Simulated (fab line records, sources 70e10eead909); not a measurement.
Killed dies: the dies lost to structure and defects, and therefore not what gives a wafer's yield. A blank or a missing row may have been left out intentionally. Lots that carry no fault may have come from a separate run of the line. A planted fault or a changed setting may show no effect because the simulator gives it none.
fab line records + flow nand-harc
[record]
- lots = 6
- wafers = 18
- last-day = 24
route steps=1159 shown A_STAIRCASE@530
lots that met no fault: taken from a fault-free run of the same line
start-h: hours from the record's opening day to when the first of the lot's shown wafers began + wait-h: how many hours have passed since the lot's step before this one + " repeats the value in the row above + L1.1+2: one row covering several wafers at once + - either no value or no given start + * or withheld: withheld + < > ~ a bound
route shown NAME@n: NAME is a module with steps in the file, n the number in the route of the first one + usual: mean and standard deviation over wafers with no fault + same: alike in all rows + chamber/n: place in a boat + sites: each site's reading + _std_site: the standard deviation of these + _edge_site: mean of outer sites minus mean of inner sites + radius-mm: how far each site lies from the wafer's centre + mask NAME#n: copy n + behind: tool/chamber where the wafer was last shaped + hold: why the lot was held/for how many hours/how that ended + device: transistor that didn't switch, given as n, p or np + end of line: tests run on the same wafers once the route is complete + for a step that has no rows: nothing shown but its recipe + killed: at the first sort, the dies lost to defects and structure; wafer yield is something else + map: a wafer's dies, x killed, . not, _ none there
set.NAME: setting as actually run; set.NAME@STEP: the setting as run at that earlier step + model.NAME: the simulator's own value behind a step, which no gauge read
certain route steps with their lots: each step a table, each wafer a row
services: when a tool's chamber went out of use (start-h, in hours from the record's first day, below 0 if earlier), for how many hours, and the reason
[[steps]]
[step NHARC_A_STAIRCASE_DESCUM_168]
[recipe]
- time-s = 3
- o2-flow-sccm = 200
- ar-flow-sccm = 0
- bias-power-w = 0
- chemistry = O2
[usual]
- drypump-motor-current-A = 5.66/0.28
- oes-product-au = 1.003/0.011
- rf-vpp-V = 57.7/0.92
- showerhead-plenum-p-Torr = 1.89/0.082
- throttle-valve-pct = 11.312/0.0096
| lot.wafer | tool        | chamber | start-h | wait-h | drypump-motor-current-A | oes-product-au | rf-hours-counter-h | rf-vpp-V | showerhead-plenum-p-Torr | throttle-valve-pct |
|-----------|-------------|---------|---------|--------|-------------------------|----------------|--------------------|----------|--------------------------|--------------------|
| L223.2    | rie-diel-02 | 0       | 254.26  | -      | 5.10                    | 1.005          | 38                 | 56.7     | 1.77                     | 11.302             |
| L223.3    | "           | 1       | "       | "      | 6.02                    | 1.001          | 35                 | 59.3     | 1.89                     | 11.307             |
| L223.5    | "           | 0       | "       | "      | 5.10                    | 1.016          | -                  | 57.5     | 1.77                     | 11.320             |
| L220.2    | rie-diel-11 | 2       | 258.00  | -      | 5.98                    | 0.990          | 19                 | 58.1     | 1.82                     | 11.318             |
| L220.4    | "           | 3       | "       | "      | 5.40                    | 0.995          | 14                 | 57.2     | 2.00                     | 11.296             |
| L220.1    | "           | 0       | "       | "      | 6.15                    | 1.002          | 14                 | 58.0     | 1.83                     | 11.313             |
| L227.1    | rie-diel-11 | 1       | 282.17  | -      | 5.60                    | 0.998          | 27                 | 56.8     | 1.80                     | 11.301             |
| L227.2    | "           | 0       | "       | "      | 6.11                    | 0.994          | 24                 | 55.8     | 1.82                     | 11.310             |
| L227.5    | "           | 1       | "       | "      | 5.63                    | 0.986          | -                  | 56.5     | 1.80                     | 11.311             |
| L231.4    | rie-diel-02 | 3       | 315.39  | -      | 5.66                    | 1.014          | 60                 | 57.6     | 1.93                     | 11.302             |
| L231.6    | "           | 2       | "       | "      | 5.86                    | 1.014          | -                  | 57.4     | 1.79                     | 11.328             |
| L231.5    | "           | 3       | "       | "      | 5.62                    | 1.017          | -                  | 56.5     | 1.93                     | 11.317             |
| L235.1    | rie-diel-05 | 2       | 333.90  | -      | 5.48                    | 0.987          | 64                 | 57.1     | 1.94                     | 11.324             |
| L235.3    | "           | 0       | "       | "      | 5.61                    | 0.982          | 55                 | 57.0     | 1.83                     | 11.308             |
| L235.6    | "           | 3       | "       | "      | 5.52                    | 1.006          | -                  | 58.5     | 1.98                     | 11.307             |
| L239.4    | rie-diel-02 | 0       | 345.06  | -      | 5.11                    | 1.009          | 3                  | 59.5     | 2.08                     | 11.312             |
| L239.5    | "           | 1       | "       | "      | 6.04                    | 0.989          | -                  | 57.7     | 1.88                     | 11.314             |
| L239.6    | "           | 2       | "       | "      | 5.85                    | 0.998          | -                  | 56.4     | 1.79                     | 11.315             |
[step NHARC_A_STAIRCASE_ETCH_169]
[recipe]
- target-depth-a = 500
- time-s = 107.1
- ion-energy-ev = 120
- ch3f-flow-sccm = 50
- o2-flow-sccm = 30
- ar-flow-sccm = 200
- rf-w = 500
- bias-w = 100
- chemistry = CH3F/O2
[usual]
- drypump-motor-current-A = 5.66/0.28
- oes-product-au = 0.951/0.019
- rf-vpp-V = 244.0/1.6
- showerhead-plenum-p-Torr = 2.43/0.1
- throttle-valve-pct = 20.663/0.0099
| lot.wafer | tool        | chamber | start-h | wait-h | drypump-motor-current-A | oes-product-au | rf-hours-counter-h | rf-vpp-V | showerhead-plenum-p-Torr | throttle-valve-pct |
|-----------|-------------|---------|---------|--------|-------------------------|----------------|--------------------|----------|--------------------------|--------------------|
| L223.2    | rie-diel-02 | 0       | 254.36  | 0.1    | 5.10                    | 0.965          | 38                 | 242.5    | 2.28                     | 20.655             |
| L223.3    | "           | 2       | "       | "      | 5.83                    | 0.986          | 34                 | 241.9    | 2.32                     | 20.675             |
| L223.5    | "           | 3       | "       | "      | 5.64                    | 0.982          | -                  | 244.7    | 2.49                     | 20.661             |
| L220.4    | rie-diel-11 | 3       | 258.10  | 0.1    | 5.40                    | 0.937          | 14                 | 246.5    | 2.56                     | 20.666             |
| L220.1    | "           | 0       | "       | "      | 6.09                    | 0.963          | 14                 | 242.2    | 2.35                     | 20.659             |
| L220.2    | "           | 1       | "       | "      | 5.62                    | 0.962          | 18                 | 242.0    | 2.32                     | 20.665             |
| L227.2    | rie-diel-11 | 3       | 282.25  | 0.1    | 5.40                    | 0.954          | 24                 | 247.3    | 2.56                     | 20.668             |
| L227.1    | "           | 0       | "       | "      | 6.11                    | 0.990          | 24                 | 242.7    | 2.35                     | 20.654             |
| L227.5    | "           | 0       | "       | "      | 6.08                    | 0.982          | -                  | 242.7    | 2.35                     | 20.652             |
| L231.4    | rie-diel-02 | 1       | 315.52  | 0.1    | 6.03                    | 0.949          | 60                 | 244.3    | 2.42                     | 20.655             |
| L231.6    | "           | 1       | "       | "      | 6.01                    | 0.953          | -                  | 243.6    | 2.42                     | 20.677             |
| L231.5    | "           | 2       | "       | "      | 5.83                    | 0.957          | -                  | 240.8    | 2.31                     | 20.657             |
| L235.1    | rie-diel-05 | 0       | 333.99  | 0.1    | 5.60                    | 0.946          | 56                 | 242.9    | 2.35                     | 20.659             |
| L235.3    | "           | 3       | "       | "      | 5.54                    | 0.956          | 62                 | 246.0    | 2.54                     | 20.654             |
| L235.6    | "           | 1       | "       | "      | 5.70                    | 0.960          | -                  | 245.7    | 2.51                     | 20.662             |
| L239.4    | rie-diel-02 | 0       | 345.62  | 0.6    | 5.11                    | 0.972          | 3                  | 245.8    | 2.66                     | 20.647             |
| L239.6    | "           | 2       | "       | "      | 5.81                    | 0.945          | -                  | 242.7    | 2.31                     | 20.666             |
| L239.5    | "           | 3       | "       | "      | 5.64                    | 0.961          | -                  | 245.5    | 2.47                     | 20.676             |
[step NHARC_A_STAIRCASE_ETCH_170]
[recipe]
- target-depth-a = 2000
- time-s = 66.667
- ion-energy-ev = 250
- c4f6-flow-sccm = 25
- o2-flow-sccm = 20
- ar-flow-sccm = 500
- rf-w = 600
- bias-w = 500
- chemistry = C4F6/O2
[usual]
- drypump-motor-current-A = 5.67/0.3
- oes-product-au = 0.972/0.017
- rf-vpp-V = 546/3.3
- showerhead-plenum-p-Torr = 3.87/0.15
- throttle-valve-pct = 26.903/0.0086
| lot.wafer | tool        | chamber | start-h | wait-h | drypump-motor-current-A | oes-product-au | rf-hours-counter-h | rf-vpp-V | showerhead-plenum-p-Torr | throttle-valve-pct |
|-----------|-------------|---------|---------|--------|-------------------------|----------------|--------------------|----------|--------------------------|--------------------|
| L223.3    | rie-diel-02 | 2       | -       | -      | 5.84                    | 1.020          | 34                 | 542      | 3.71                     | 26.905             |
| L223.2    | "           | 3       | "       | "      | 5.66                    | 1.015          | 37                 | 548      | 3.97                     | 26.909             |
| L223.5    | "           | 0       | "       | "      | 5.11                    | 0.997          | -                  | 541      | 3.66                     | 26.911             |
| L220.1    | rie-diel-11 | 3       | -       | -      | 5.38                    | 0.966          | 14                 | 549      | 4.08                     | 26.887             |
| L220.4    | "           | 1       | "       | "      | 5.63                    | 0.971          | 18                 | 543      | 3.71                     | 26.918             |
| L220.2    | "           | 2       | "       | "      | 5.95                    | 0.968          | 19                 | 544      | 3.76                     | 26.904             |
| L227.2    | rie-diel-11 | 1       | -       | -      | 5.64                    | 0.976          | 27                 | 542      | 3.71                     | 26.888             |
| L227.1    | "           | 2       | "       | "      | 5.98                    | 0.964          | 29                 | 543      | 3.75                     | 26.924             |
| L227.5    | "           | 3       | "       | "      | 5.40                    | 0.971          | -                  | 550      | 4.07                     | 26.908             |
| L231.4    | rie-diel-02 | 3       | -       | -      | 5.63                    | 0.966          | 60                 | 548      | 3.95                     | 26.889             |
| L231.5    | "           | 1       | "       | "      | 6.04                    | 0.981          | -                  | 544      | 3.87                     | 26.892             |
| L231.6    | "           | 2       | "       | "      | 5.82                    | 0.979          | -                  | 542      | 3.70                     | 26.901             |
| L235.1    | rie-diel-05 | 1       | -       | -      | 5.70                    | 0.976          | 52                 | 548      | 4.00                     | 26.902             |
| L235.3    | "           | 0       | "       | "      | 5.62                    | 0.973          | 56                 | 542      | 3.76                     | 26.890             |
| L235.6    | "           | 1       | "       | "      | 5.69                    | 0.972          | -                  | 549      | 4.00                     | 26.905             |
| L239.4    | rie-diel-02 | 1       | -       | -      | 6.03                    | 0.949          | 3                  | 545      | 3.87                     | 26.906             |
| L239.6    | "           | 1       | "       | "      | 6.05                    | 0.959          | -                  | 546      | 3.87                     | 26.907             |
| L239.5    | "           | 2       | "       | "      | 5.84                    | 0.969          | -                  | 543      | 3.69                     | 26.914             |
[step NHARC_A_STAIRCASE_STRIP_171]
[recipe]
- power-w = 1500
- temp-c = 250
- chemistry = O2
[usual]
- drypump-motor-current-A = 5.76/0.3
- heater-power-w = 336/39
| lot.wafer | tool            | chamber | start-h | wait-h | drypump-motor-current-A | heater-power-w | rf-hours-counter-h |
|-----------|-----------------|---------|---------|--------|-------------------------|----------------|--------------------|
| L223.2    | plasma-asher-02 | 1       | 254.63  | -      | 6.23                    | 303            | 23                 |
| L223.3    | "               | 1       | "       | "      | 6.23                    | 314            | -                  |
| L223.5    | "               | 0       | "       | "      | 5.63                    | 396            | -                  |
| L220.2    | plasma-asher-02 | 0       | 258.34  | -      | 5.63                    | 394            | 25                 |
| L220.1    | "               | 1       | "       | "      | 6.22                    | 314            | 25                 |
| L220.4    | "               | 1       | "       | "      | 6.23                    | 303            | -                  |
| L227.2    | plasma-asher-02 | 1       | 282.64  | -      | 6.22                    | 306            | 34                 |
| L227.1    | "               | 0       | "       | "      | 5.65                    | 396            | 34                 |
| L227.5    | "               | 0       | "       | "      | 5.66                    | 402            | -                  |
| L231.4    | plasma-asher-01 | 0       | 316.00  | -      | 5.70                    | 303            | -                  |
| L231.6    | "               | 1       | "       | "      | 5.43                    | 322            | -                  |
| L231.5    | "               | 0       | "       | "      | 5.72                    | 309            | -                  |
| L235.1    | plasma-asher-01 | 1       | 334.27  | -      | 5.42                    | 321            | 23                 |
| L235.3    | "               | 0       | "       | "      | 5.73                    | 303            | -                  |
| L235.6    | "               | 1       | "       | "      | 5.40                    | 321            | -                  |
| L239.4    | plasma-asher-02 | 0       | 345.93  | -      | 5.61                    | 404            | -                  |
| L239.5    | "               | 0       | "       | "      | 5.63                    | 402            | -                  |
| L239.6    | "               | 1       | "       | "      | 6.24                    | 314            | -                  |
[step NHARC_A_STAIRCASE_STRIP_172]
[recipe]
- time-s = 900
- temp-c = 130
- chemistry = SPM
[step NHARC_A_STAIRCASE_PRECLEAN_173]
[recipe]
- time-s = *
- temp-c = 50
- bath-age-min = 0
- chemistry = SC1
[step NHARC_A_STAIRCASE_SRD_174]
[step NHARC_A_STAIRCASE_DEHYDRATE_01]
[recipe]
- temp-c = 150
- time-s = 120
[step NHARC_A_STAIRCASE_HMDS_02]
[recipe]
- time-s = 30
[step NHARC_A_STAIRCASE_COAT_03]
[recipe]
- spin-rpm = 1200
[step NHARC_A_STAIRCASE_SOFTBAKE_04]
[recipe]
- temp-c = 135
- time-s = 170
[step NHARC_A_STAIRCASE_EBR_05]
[step NHARC_A_STAIRCASE_EXPOSE_06]
[recipe]
- na = 0.5
- dose-mj = 25.43
- mask-id = STAIR
| lot.wafer  | tool           | chamber | start-h | wait-h | mask    | model.A_STAIRCASE.overlay-x-nm |
|------------|----------------|---------|---------|--------|---------|--------------------------------|
| L223.2+3+5 | krf-scanner-01 | 0       | 255.72  | -      | STAIR#0 | 3.209                          |
| L220.1+2+4 | krf-scanner-02 | 0       | 259.36  | -      | STAIR#0 | 2.964                          |
| L227.1+2+5 | krf-scanner-02 | 0       | 283.79  | -      | STAIR#0 | 1.044                          |
| L231.4+5+6 | krf-scanner-02 | 0       | 317.02  | -      | STAIR#0 | 8.31                           |
| L235.1+3+6 | krf-scanner-01 | 0       | 335.38  | -      | STAIR#0 | 70.28                          |
| L239.4+5+6 | krf-scanner-01 | 0       | 346.98  | -      | STAIR#0 | 90.23                          |
[step NHARC_A_STAIRCASE_PEB_07]
[recipe]
- peb-temp-c = 115
- peb-time-s = 130
[[services]]
| tool            | chamber | start-h | hours | kind   |
|-----------------|---------|---------|-------|--------|
| rie-diel-11     | 3       | 230.67  | 8.3   | repair |
| rie-diel-11     | 0       | 231.29  | 6.4   | repair |
| rie-diel-02     | 0       | 233.39  | -     | clean  |
| rie-diel-02     | 1       | 233.39  | -     | clean  |
| rie-diel-02     | 2       | 233.39  | -     | clean  |
| rie-diel-02     | 3       | 233.39  | -     | clean  |
| plasma-asher-01 | -       | 240.88  | 2.7   | repair |
| krf-scanner-01  | -       | 256.00  | 4.0   | pm     |
| rie-diel-02     | 0       | 258.37  | -     | clean  |
| rie-diel-02     | 1       | 258.37  | -     | clean  |
| rie-diel-02     | 2       | 274.32  | 1.4   | repair |
| plasma-asher-01 | -       | 276.60  | 9.0   | pm     |
| rie-diel-11     | 3       | 278.25  | 3.4   | repair |
| plasma-asher-01 | -       | 285.73  | 1.4   | repair |
| plasma-asher-02 | -       | 288.12  | 13.1  | repair |
| rie-diel-05     | 0       | 294.72  | 5.7   | repair |
| rie-diel-02     | 0       | 303.23  | 3.9   | repair |
| rie-diel-05     | 1       | 305.50  | 14.4  | repair |
| rie-diel-11     | 3       | 319.62  | 27.1  | repair |
| rie-diel-11     | 2       | 319.79  | 1.4   | repair |
| rie-diel-02     | -       | 327.82  | 9.0   | pm     |
| krf-scanner-02  | -       | 336.38  | 0.3   | repair |
| rie-diel-05     | -       | 340.70  | 9.0   | pm     |
| krf-scanner-02  | -       | 344.11  | 5.1   | repair |
[[key]]
first-sign none at tools or gauges
[model-effect]
- step = NHARC_A_STAIRCASE_EXPOSE_06
- value = A_STAIRCASE.overlay-x-nm
- without = -1.497
- struck = 80.26
met-at NHARC_A_STAIRCASE_EXPOSE_06
struck-wafers L235.1,L235.3,L235.6,L239.4,L239.5,L239.6
tester-left-out L235,L239
onset-between 255.72 335.38
also-fits time
[fault]
- kind = scanner-matching-overlay
- tool = krf-scanner-01
- chamber = -
- onset-h = 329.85
- steps = NHARC_A_STAIRCASE_EXPOSE_06
- offset = 81.754
// tester-left-out: of these lots the tester's yield and bins aren't shown, on N5 and GAA mostly nor the transistor test; their killed dies are dies lost to structure and defects alone, not to doping, threshold or leakage, so they don't give the yield
